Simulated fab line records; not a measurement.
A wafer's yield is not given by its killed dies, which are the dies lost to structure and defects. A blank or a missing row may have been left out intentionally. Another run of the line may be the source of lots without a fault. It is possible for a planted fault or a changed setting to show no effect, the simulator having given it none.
fab line records	flow nand-harc	part 1 of 2: steps 1 to 30 of 44
[record] lots = 5	wafers = 15	last-day = 24
route steps=1159 shown P_GATE@185 P_CONTACT@217
lots with no fault: from the same line, run without faults
start-h: hours from the record's opening day to when the first of the lot's shown wafers began	wait-h: hours elapsed since this lot's preceding step	" same as the row above	L1.1+2: several wafers, shown together as one row	- either no value or no given start	* or withheld: withheld	< > ~ a bound
route shown NAME@n: NAME is a module with steps in the file, n the number in the route of the first one	usual: mean/standard deviation taken from wafers without a fault	same: alike in all rows	chamber/n: place in a boat	sites: per-site readings	_std_site: how widely they spread, as a standard deviation	_edge_site: mean of outer sites minus mean of inner sites	radius-mm: for every site, how far away it sits from the centre of the wafer	mask NAME#n: copy n	behind: the last tool/chamber to shape the wafer	hold: why the lot was held/for how many hours/how that ended	device: whichever transistor did not switch (one of n, p or np)	end of line: the same wafers' tests at the end of the route	a step given without rows: its recipe and nothing more	killed: at the first sort, the dies lost to defects and structure; wafer yield is something else	map: per-die view of a wafer (x killed, . not killed, _ where there is no die)
set.NAME: setting as actually run; set.NAME@STEP: the setting as run at that earlier step	model.NAME: the simulator's own value behind a step, which no gauge read
a table for each step, a row for each wafer; lots at some steps of the route
services: the hour from which a tool's chamber was out of use, counted from the record's first day as start-h (under 0 if before that day), plus the number of hours and why
[[steps]]
[step NHARC_P_GATE_CD_MEAS_59]
[recipe] target-cd-nm = 720	landing-energy-ev = 500
[usual] cd-nm = 720.1/1.8
lot.wafer	tool	chamber	start-h	wait-h	cd-nm
L076.2	cd-sem-02	0	128.18	-	721.2
L076.3	"	0	"	"	716.0
L076.5	"	0	"	"	719.4
L081.2	cd-sem-03	0	149.48	-	718.5
L081.3	"	0	"	"	720.7
L081.6	"	0	"	"	723.3
L087.1	cd-sem-01	0	179.05	-	721.3
L087.3	"	0	"	"	720.0
L087.4	"	0	"	"	722.4
L090.3	cd-sem-02	0	199.33	-	720.3
L090.4	"	0	"	"	719.7
L090.6	"	0	"	"	719.1
L096.1	cd-sem-02	0	233.19	-	720.8
L096.2	"	0	"	"	719.2
L096.6	"	0	"	"	722.3
[step NHARC_P_GATE_HARDBAKE_60]
[recipe] temp-c = 125	time-s = 80
lot.wafer	tool	chamber	start-h	wait-h
L076.2+3+5	litho-track-03	0	128.26	-
L081.2+3+6	litho-track-03	0	149.56	-
L087.1+3+4	litho-track-07	0	179.13	-
L090.3+4+6	litho-track-05	0	199.41	-
L096.1+2+6	litho-track-05	0	233.26	-
[step NHARC_P_GATE_DESCUM_61]
[recipe] time-s = 3	o2-flow-sccm = 200	ar-flow-sccm = 0	bias-power-w = 0	chemistry = O2
[usual] chamber-pressure-mTorr = 60.00/0.051	drypump-motor-current-A = 5.6/0.41	oes-product-au = 1.003/0.0083	rf-vpp-V = 57.9/0.87	showerhead-plenum-p-Torr = 1.94/0.083	throttle-valve-pct = 11.311/0.0096
[same] bias-power-w = 0
lot.wafer	tool	chamber	start-h	wait-h	chamber-pressure-mTorr	drypump-motor-current-A	oes-product-au	rf-hours-counter-h	rf-vpp-V	showerhead-plenum-p-Torr	throttle-valve-pct
L076.3	rie-diel-11	1	128.36	-	60.00	5.7	1.015	21	57.5	2.00	11.329
L076.2	"	2	"	"	60.04	5.4	0.995	22	57.6	2.00	11.300
L076.5	"	0	"	"	60.03	5.1	1.014	-	57.5	1.81	11.302
L081.2	rie-diel-11	1	149.64	-	60.06	5.7	1.009	25	58.9	2.00	11.296
L081.3	"	2	"	"	60.01	5.4	1.012	27	56.8	2.00	11.322
L081.6	"	2	"	"	59.95	5.4	1.007	-	57.4	2.00	11.318
L087.1	rie-diel-09	0	179.21	-	59.91	4.8	0.998	33	58.5	1.92	11.307
L087.4	"	1	"	"	60.12	5.7	1.018	33	57.5	1.96	11.302
L087.3	"	3	"	"	59.89	6.3	0.995	30	57.0	1.96	11.313
L090.3	rie-diel-11	0	199.48	-	60.00	5.1	0.989	0	56.8	1.81	11.327
L090.4	"	3	"	"	59.97	5.6	1.011	0	58.6	2.05	11.304
L090.6	"	0	"	"	59.98	5.1	0.988	-	56.5	1.81	11.304
L096.2	rie-diel-11	3	233.35	-	59.98	5.6	1.015	5	58.2	2.05	11.305
L096.1	"	1	"	"	59.98	5.7	1.002	5	59.0	2.00	11.325
L096.6	"	0	"	"	59.98	5.1	1.000	-	58.2	1.81	11.322
[step NHARC_P_GATE_IMPLANT_62]
[recipe] energy-kev = 20	dose-cm2 = 3e+15	tilt-deg = 7
[usual] beam-on-s = 30.2/0.63
lot.wafer	tool	chamber	start-h	wait-h	beam-on-s
L076.2	implanter-02	0	128.51	0.1	29.8
L076.3	"	0	"	"	30.2
L076.5	"	0	"	"	29.2
L081.2	implanter-01	0	149.81	0.2	29.4
L081.3	"	0	"	"	29.7
L081.6	"	0	"	"	30.0
L087.1	implanter-01	0	179.37	0.1	30.3
L087.3	"	0	"	"	29.8
L087.4	"	0	"	"	29.0
L090.3	implanter-01	0	199.69	0.2	30.0
L090.4	"	0	"	"	28.7
L090.6	"	0	"	"	31.1
L096.1	implanter-02	0	233.49	0.1	30.4
L096.2	"	0	"	"	30.5
L096.6	"	0	"	"	30.6
[step NHARC_P_GATE_STRIP_112]
[recipe] power-w = 1500	temp-c = 110	time-s = 200	chemistry = N2/H2
[usual] drypump-motor-current-A = 6.25/0.091	heater-power-w = 88/5.3
lot.wafer	tool	chamber	start-h	wait-h	drypump-motor-current-A	heater-power-w	rf-hours-counter-h
L076.2	plasma-asher-02	0	128.71	0.2	6.16	85	40
L076.3	"	1	"	"	6.32	97	-
L076.5	"	1	"	"	6.34	96	-
L081.2	plasma-asher-01	0	150.06	0.2	6.24	81	12
L081.3	"	0	"	"	6.18	81	-
L081.6	"	1	"	"	6.12	89	-
L087.1	plasma-asher-02	0	179.59	0.2	6.22	83	59
L087.4	"	0	"	"	6.25	84	-
L087.3	"	1	"	"	6.41	96	-
L090.4	plasma-asher-02	1	199.94	0.2	6.35	91	-
L090.3	"	0	"	"	6.21	87	-
L090.6	"	0	"	"	6.21	89	-
L096.1	plasma-asher-02	0	233.72	0.2	6.20	87	13
L096.2	"	1	"	"	6.37	92	13
L096.6	"	0	"	"	6.23	87	-
[step NHARC_P_GATE_STRIP_76]
[recipe] power-w = 1500	temp-c = 250	chemistry = O2
[usual] drypump-motor-current-A = 6.24/0.093	heater-power-w = 329/20
lot.wafer	tool	chamber	start-h	wait-h	drypump-motor-current-A	heater-power-w	rf-hours-counter-h
L076.2	plasma-asher-02	0	128.97	0.2	6.23	315	40
L076.3	"	1	"	"	6.33	361	-
L076.5	"	1	"	"	6.36	351	-
L081.2	plasma-asher-01	0	150.29	0.2	6.19	304	13
L081.3	"	0	"	"	6.19	310	-
L081.6	"	1	"	"	6.12	327	-
L087.1	plasma-asher-02	0	179.84	0.2	6.20	314	59
L087.4	"	0	"	"	6.20	310	-
L087.3	"	1	"	"	6.38	350	-
L090.4	plasma-asher-02	1	200.13	0.2	6.41	342	-
L090.3	"	0	"	"	6.20	327	-
L090.6	"	0	"	"	6.22	322	-
L096.1	plasma-asher-02	0	233.98	0.2	6.20	328	13
L096.2	"	1	"	"	6.38	351	13
L096.6	"	0	"	"	6.24	324	-
[step NHARC_P_GATE_STRIP_63]
[recipe] time-s = 900	temp-c = 130	chemistry = SPM
lot.wafer	tool	chamber	start-h	wait-h
L076.3+2+5	wet-bench-09	0,2,4	129.11	0.1
L081.2+3+6	wet-bench-09	4,5,0	150.43	0.1
L087.3+4+1	wet-bench-05	1,2,4	180.00	0.1
L090.4+6+3	wet-bench-03	6,7,1	200.27	0.1
L096.6+1+2	wet-bench-05	0,1,2	234.16	0.1
[step NHARC_P_GATE_DEHYDRATE_83]
[recipe] temp-c = 150	time-s = 120
lot.wafer	tool	chamber	start-h	wait-h
L076.2+3+5	litho-track-07	0	129.46	-
L081.2+3+6	litho-track-05	0	150.77	-
L087.1+3+4	litho-track-07	0	180.33	-
L090.3+4+6	litho-track-03	0	200.61	-
L096.1+2+6	litho-track-03	0	234.52	-
[step NHARC_P_GATE_HMDS_84]
[recipe] time-s = 30
lot.wafer	tool	chamber	start-h	wait-h
L076.2+3+5	litho-track-07	0	-	-
L081.2+3+6	litho-track-05	0	-	-
L087.1+3+4	litho-track-07	0	-	-
L090.3+4+6	litho-track-03	0	-	-
L096.1+2+6	litho-track-03	0	-	-
[step NHARC_P_GATE_COAT_85]
[recipe] spin-rpm = 3000
lot.wafer	tool	chamber	start-h	wait-h
L076.2+3+5	litho-track-07	0	-	-
L081.2+3+6	litho-track-05	0	-	-
L087.1+3+4	litho-track-07	0	-	-
L090.3+4+6	litho-track-03	0	-	-
L096.1+2+6	litho-track-03	0	-	-
[step NHARC_P_GATE_SOFTBAKE_86]
[recipe] temp-c = 122	time-s = 95
lot.wafer	tool	chamber	start-h	wait-h
L076.2+3+5	litho-track-07	0	-	-
L081.2+3+6	litho-track-05	0	-	-
L087.1+3+4	litho-track-07	0	-	-
L090.3+4+6	litho-track-03	0	-	-
L096.1+2+6	litho-track-03	0	-	-
[step NHARC_P_GATE_EBR_87]
lot.wafer	tool	chamber	start-h	wait-h
L076.2+3+5	litho-track-07	0	-	-
L081.2+3+6	litho-track-05	0	-	-
L087.1+3+4	litho-track-07	0	-	-
L090.3+4+6	litho-track-03	0	-	-
L096.1+2+6	litho-track-03	0	-	-
[step NHARC_P_GATE_EXPOSE_88]
[recipe] na = 0.6	target-cd-nm = 2000	dose-mj = 11.87	mask-id = P_HVN
[usual] stage-vel-mm-s = 499.99/0.24
lot.wafer	tool	chamber	start-h	wait-h	mask	stage-vel-mm-s
L076.2	krf-scanner-01	0	129.61	-	P_HVN#0	500.33
L076.3	"	0	"	"	P_HVN#0	500.22
L076.5	"	0	"	"	P_HVN#0	500.17
L081.2	krf-scanner-02	0	151.05	-	P_HVN#0	500.24
L081.3	"	0	"	"	P_HVN#0	499.69
L081.6	"	0	"	"	P_HVN#0	500.06
L087.1	krf-scanner-04	0	180.60	-	P_HVN#0	499.42
L087.3	"	0	"	"	P_HVN#0	499.73
L087.4	"	0	"	"	P_HVN#0	499.57
L090.3	krf-scanner-02	0	200.77	-	P_HVN#0	500.08
L090.4	"	0	"	"	P_HVN#0	500.28
L090.6	"	0	"	"	P_HVN#0	500.24
L096.1	krf-scanner-04	0	234.80	-	P_HVN#0	499.89
L096.2	"	0	"	"	P_HVN#0	499.82
L096.6	"	0	"	"	P_HVN#0	499.94
[step NHARC_P_GATE_PEB_89]
[recipe] peb-temp-c = 118	peb-time-s = 85
lot.wafer	tool	chamber	start-h	wait-h
L076.2+3+5	litho-track-07	0	129.67	0.1
L081.2+3+6	litho-track-05	0	151.11	0.1
L087.1+3+4	litho-track-05	0	180.67	0.1
L090.3+4+6	litho-track-05	0	200.83	0.1
L096.1+2+6	litho-track-07	0	234.86	0.1
[step NHARC_P_GATE_DEVELOP_90]
[recipe] time-s = 70
lot.wafer	tool	chamber	start-h	wait-h
L076.2+3+5	litho-track-07	0	-	-
L081.2+3+6	litho-track-05	0	-	-
L087.1+3+4	litho-track-05	0	-	-
L090.3+4+6	litho-track-05	0	-	-
L096.1+2+6	litho-track-07	0	-	-
[step NHARC_P_GATE_CD_MEAS_91]
[recipe] target-cd-nm = 2000	landing-energy-ev = 500
[usual] cd-nm = 2000.6/1.8
lot.wafer	tool	chamber	start-h	wait-h	cd-nm
L076.2	cd-sem-02	0	129.77	-	2001.6
L076.3	"	0	"	"	2001.1
L076.5	"	0	"	"	2000.3
L081.2	cd-sem-03	0	151.20	-	1999.2
L081.3	"	0	"	"	1999.2
L081.6	"	0	"	"	1999.6
L087.1	cd-sem-02	0	180.76	-	1996.4
L087.3	"	0	"	"	1997.6
L087.4	"	0	"	"	1997.5
L090.3	cd-sem-01	0	200.92	-	1996.7
L090.4	"	0	"	"	1998.5
L090.6	"	0	"	"	1997.4
L096.1	cd-sem-02	0	234.96	-	2002.0
L096.2	"	0	"	"	2001.9
L096.6	"	0	"	"	2001.1
[step NHARC_P_GATE_HARDBAKE_92]
[recipe] temp-c = 125	time-s = 80
lot.wafer	tool	chamber	start-h	wait-h
L076.2+3+5	litho-track-03	0	129.85	-
L081.2+3+6	litho-track-03	0	151.28	-
L087.1+3+4	litho-track-07	0	180.84	-
L090.3+4+6	litho-track-03	0	201.00	-
L096.1+2+6	litho-track-03	0	235.04	-
[step NHARC_P_GATE_DESCUM_93]
[recipe] time-s = 3	o2-flow-sccm = 200	ar-flow-sccm = 0	bias-power-w = 0	chemistry = O2
[usual] chamber-pressure-mTorr = 60.00/0.053	drypump-motor-current-A = 5.6/0.44	oes-product-au = 1.003/0.0079	rf-vpp-V = 57.9/0.97	showerhead-plenum-p-Torr = 1.95/0.079	throttle-valve-pct = 11.312/0.0092
[same] bias-power-w = 0
lot.wafer	tool	chamber	start-h	wait-h	chamber-pressure-mTorr	drypump-motor-current-A	oes-product-au	rf-hours-counter-h	rf-vpp-V	showerhead-plenum-p-Torr	throttle-valve-pct
L076.3	rie-diel-09	3	129.94	-	59.99	6.3	1.003	14	57.2	1.96	11.318
L076.2	"	0	"	"	60.00	4.8	1.007	15	58.4	1.92	11.310
L076.5	"	3	"	"	60.04	6.4	1.009	-	57.4	1.96	11.321
L081.3	rie-diel-11	0	151.37	-	60.00	5.1	1.027	21	56.7	1.81	11.301
L081.2	"	2	"	"	59.97	5.4	0.991	27	57.3	2.00	11.298
L081.6	"	0	"	"	59.90	5.1	1.018	-	56.8	1.81	11.309
L087.3	rie-diel-09	0	180.92	-	59.92	4.8	0.998	33	59.0	1.92	11.305
L087.1	"	1	"	"	60.00	5.8	1.008	33	58.8	1.96	11.320
L087.4	"	3	"	"	59.97	6.3	0.993	31	59.1	1.96	11.312
L090.3	rie-diel-09	2	201.07	-	59.94	6.2	1.001	37	57.0	1.96	11.318
L090.4	"	3	"	"	59.92	6.4	0.999	37	59.2	1.96	11.326
L090.6	"	2	"	"	60.02	6.2	1.008	-	58.4	1.96	11.309
L096.1	rie-diel-11	1	235.15	-	60.02	5.8	1.004	5	58.4	2.00	11.320
L096.2	"	2	"	"	59.90	5.4	0.989	5	58.8	2.00	11.316
L096.6	"	3	"	"	60.03	5.6	1.012	-	58.3	2.05	11.323
[step NHARC_P_GATE_IMPLANT_94]
[recipe] energy-kev = 60	dose-cm2 = 2e+15	tilt-deg = 7
[usual] beam-on-s = 20.1/0.4
lot.wafer	tool	chamber	start-h	wait-h	beam-on-s
L076.2	implanter-02	0	130.10	0.1	20.5
L076.3	"	0	"	"	20.5
L076.5	"	0	"	"	20.2
L081.2	implanter-01	0	151.54	0.1	19.8
L081.3	"	0	"	"	20.0
L081.6	"	0	"	"	20.2
L087.1	implanter-01	0	181.07	0.1	20.0
L087.3	"	0	"	"	20.0
L087.4	"	0	"	"	19.6
L090.3	implanter-02	0	201.28	0.2	20.5
L090.4	"	0	"	"	20.0
L090.6	"	0	"	"	21.1
L096.1	implanter-02	0	235.27	0.1	20.3
L096.2	"	0	"	"	20.2
L096.6	"	0	"	"	20.5
[step NHARC_P_GATE_STRIP_113]
[recipe] power-w = 1500	temp-c = 110	time-s = 740	chemistry = N2/H2
[usual] drypump-motor-current-A = 6.24/0.098	heater-power-w = 88/5.4
lot.wafer	tool	chamber	start-h	wait-h	drypump-motor-current-A	heater-power-w	rf-hours-counter-h
L076.2	plasma-asher-01	1	130.29	0.2	6.11	88	6
L076.3	"	0	"	"	6.22	79	-
L076.5	"	0	"	"	6.19	80	-
L081.2	plasma-asher-02	1	151.73	0.2	6.34	95	49
L081.3	"	0	"	"	6.17	85	-
L081.6	"	1	"	"	6.34	97	-
L087.1	plasma-asher-02	1	181.41	0.3	6.34	93	60
L087.3	"	0	"	"	6.25	84	-
L087.4	"	1	"	"	6.36	97	-
L090.4	plasma-asher-01	0	201.78	0.4	6.22	82	-
L090.3	"	1	"	"	6.13	88	-
L090.6	"	1	"	"	6.14	90	-
L096.2	plasma-asher-02	1	235.49	0.2	6.43	92	13
L096.1	"	0	"	"	6.21	86	13
L096.6	"	1	"	"	6.43	92	-
[step NHARC_P_GATE_STRIP_95]
[recipe] power-w = 1500	temp-c = 250	chemistry = O2
[usual] drypump-motor-current-A = 6.24/0.096	heater-power-w = 327/20
lot.wafer	tool	chamber	start-h	wait-h	drypump-motor-current-A	heater-power-w	rf-hours-counter-h
L076.2	plasma-asher-01	1	131.02	0.6	6.14	328	6
L076.3	"	0	"	"	6.22	306	-
L076.5	"	0	"	"	6.24	301	-
L081.2	plasma-asher-02	1	152.46	0.6	6.37	362	49
L081.3	"	0	"	"	6.19	313	-
L081.6	"	1	"	"	6.38	354	-
L087.1	plasma-asher-02	1	182.01	0.5	6.34	360	61
L087.3	"	0	"	"	6.24	313	-
L087.4	"	1	"	"	6.33	350	-
L090.4	plasma-asher-01	0	202.27	0.4	6.19	303	-
L090.3	"	1	"	"	6.10	333	-
L090.6	"	1	"	"	6.12	330	-
L096.2	plasma-asher-02	1	236.21	0.6	6.35	345	14
L096.1	"	0	"	"	6.24	328	14
L096.6	"	1	"	"	6.35	348	-
[step NHARC_P_GATE_STRIP_96]
[recipe] time-s = 900	temp-c = 130	chemistry = SPM
lot.wafer	tool	chamber	start-h	wait-h
L076.2+5+3	wet-bench-05	4,5,1	131.23	0.2
L081.3+6+2	wet-bench-09	3,4,0	152.68	0.2
L087.3+4+1	wet-bench-05	0,1,3	182.22	0.2
L090.6+4+3	wet-bench-03	5,7,0	202.47	0.1
L096.2+1+6	wet-bench-03	3,7,0	236.42	0.2
[step NHARC_P_GATE_RTA_64]
[recipe] temp-c = 1050	time-s = 1
[usual] lamp-power-pct = 39.9/1.4	wafer_temp_C_max = 1055.9/1.8
lot.wafer	tool	chamber	start-h	wait-h	lamp-power-pct	wafer_temp_C_max
L076.2	rtp-anneal-01	0	131.62	-	38.2	1053.6
L076.3	"	0	"	"	38.3	1054.1
L076.5	"	0	"	"	38.3	1053.8
L081.2	rtp-anneal-02	0	153.05	-	41.0	1056.8
L081.3	"	0	"	"	41.0	1057.9
L081.6	"	0	"	"	41.0	1057.5
L087.1	rtp-anneal-01	0	182.56	-	38.3	1054.8
L087.3	"	0	"	"	38.3	1054.1
L087.4	"	0	"	"	38.3	1054.5
L090.3	rtp-anneal-02	0	202.88	-	41.1	1056.7
L090.4	"	0	"	"	41.0	1057.0
L090.6	"	0	"	"	41.1	1060.6
L096.1	rtp-anneal-01	0	236.77	-	38.3	1054.3
L096.2	"	0	"	"	38.3	1053.3
L096.6	"	0	"	"	38.3	1055.4
[step NHARC_P_GATE_ETCH_77]
[recipe] target-depth-a = 60	chemistry = dHF	material = SiO2
lot.wafer	tool	chamber	start-h	wait-h
L076.5+3+2	wet-bench-03	4,7,1	131.79	0.1
L081.2+3+6	wet-bench-05	0,1,2	153.24	0.2
L087.4+3+1	wet-bench-03	3,5,6	182.76	0.1
L090.6+3+4	wet-bench-09	4,5,0	203.03	0.0
L096.1+6+2	wet-bench-09	1,4,5	236.98	0.2
[step NHARC_P_GATE_DEGAS_109]
[recipe] temp-c = 300	time-s = 60
[usual] heater-power-w = 460/42
lot.wafer	tool	chamber	start-h	wait-h	heater-power-w
L076.2	pvd-sputter-02	-	131.90	0.1	505
L076.3	"	-	"	"	508
L076.5	"	-	"	"	518
L081.3	pvd-sputter-03	-	153.34	0.1	461
L081.2	"	-	"	"	474
L081.6	"	-	"	"	458
L087.1	pvd-sputter-01	-	182.86	0.1	494
L087.4	"	-	"	"	396
L087.3	"	-	"	"	474
L090.4	pvd-sputter-01	-	203.13	0.1	520
L090.3	"	-	"	"	464
L090.6	"	-	"	"	503
L096.2	pvd-sputter-03	-	237.08	0.1	466
L096.1	"	-	"	"	492
L096.6	"	-	"	"	474
[step NHARC_P_GATE_PRE_CLEAN_110]
[recipe] time-s = 30	bias-v = 200	gas = Ar
lot.wafer	tool	chamber	start-h	wait-h
L076.2+3+5	pvd-sputter-02	-	-	-
L081.2+3+6	pvd-sputter-03	-	-	-
L087.3+4+1	pvd-sputter-01	-	-	-
L090.3+4+6	pvd-sputter-01	-	-	-
L096.2+1+6	pvd-sputter-03	-	-	-
[step NHARC_P_GATE_SPUTTER_78]
[recipe] target-thk-a = 100	material = Ni
lot.wafer	tool	chamber	start-h	wait-h
L076.3+2+5	pvd-sputter-02	-	-	-
L081.2+3+6	pvd-sputter-03	-	-	-
L087.4+1+3	pvd-sputter-01	-	-	-
L090.3+4+6	pvd-sputter-01	-	-	-
L096.1+2+6	pvd-sputter-03	-	-	-
[step NHARC_P_GATE_SPUTTER_79]
[recipe] target-thk-a = 100	material = TiN
lot.wafer	tool	chamber	start-h	wait-h
L076.2+3+5	pvd-sputter-02	-	-	-
L081.3+2+6	pvd-sputter-03	-	-	-
L087.4+3+1	pvd-sputter-01	-	-	-
L090.3+4+6	pvd-sputter-01	-	-	-
L096.1+2+6	pvd-sputter-03	-	-	-
[step NHARC_P_GATE_RTA_80]
[recipe] temp-c = 300	time-s = 30
[usual] lamp-power-pct = 2.36/0.083	wafer_temp_C_max = 301.6/0.57
lot.wafer	tool	chamber	start-h	wait-h	lamp-power-pct	wafer_temp_C_max
L076.2	rtp-anneal-01	0	132.22	-	2.28	301.0
L076.3	"	0	"	"	2.28	301.2
L076.5	"	0	"	"	2.28	301.2
L081.2	rtp-anneal-01	0	153.66	-	2.28	301.3
L081.3	"	0	"	"	2.28	301.4
L081.6	"	0	"	"	2.28	301.0
L087.1	rtp-anneal-02	0	183.16	-	2.44	301.8
L087.3	"	0	"	"	2.44	302.1
L087.4	"	0	"	"	2.44	301.9
L090.3	rtp-anneal-02	0	203.49	-	2.45	302.5
L090.4	"	0	"	"	2.45	302.2
L090.6	"	0	"	"	2.45	301.4
L096.1	rtp-anneal-02	0	237.39	-	2.44	301.8
L096.2	"	0	"	"	2.44	301.8
L096.6	"	0	"	"	2.44	302.4
[step NHARC_P_GATE_STRIP_67]
[recipe] time-s = 600	temp-c = 130	chemistry = SPM
lot.wafer	tool	chamber	start-h	wait-h
L076.2+3+5	wet-bench-09	6,7,1	132.41	0.2
L081.3+6+2	wet-bench-09	0,1,4	153.83	0.1
L087.3+1+4	wet-bench-09	4,5,6	183.37	0.1
L090.4+6+3	wet-bench-03	0,1,3	203.64	0.1
L096.6+2+1	wet-bench-09	0,2,5	237.59	0.0
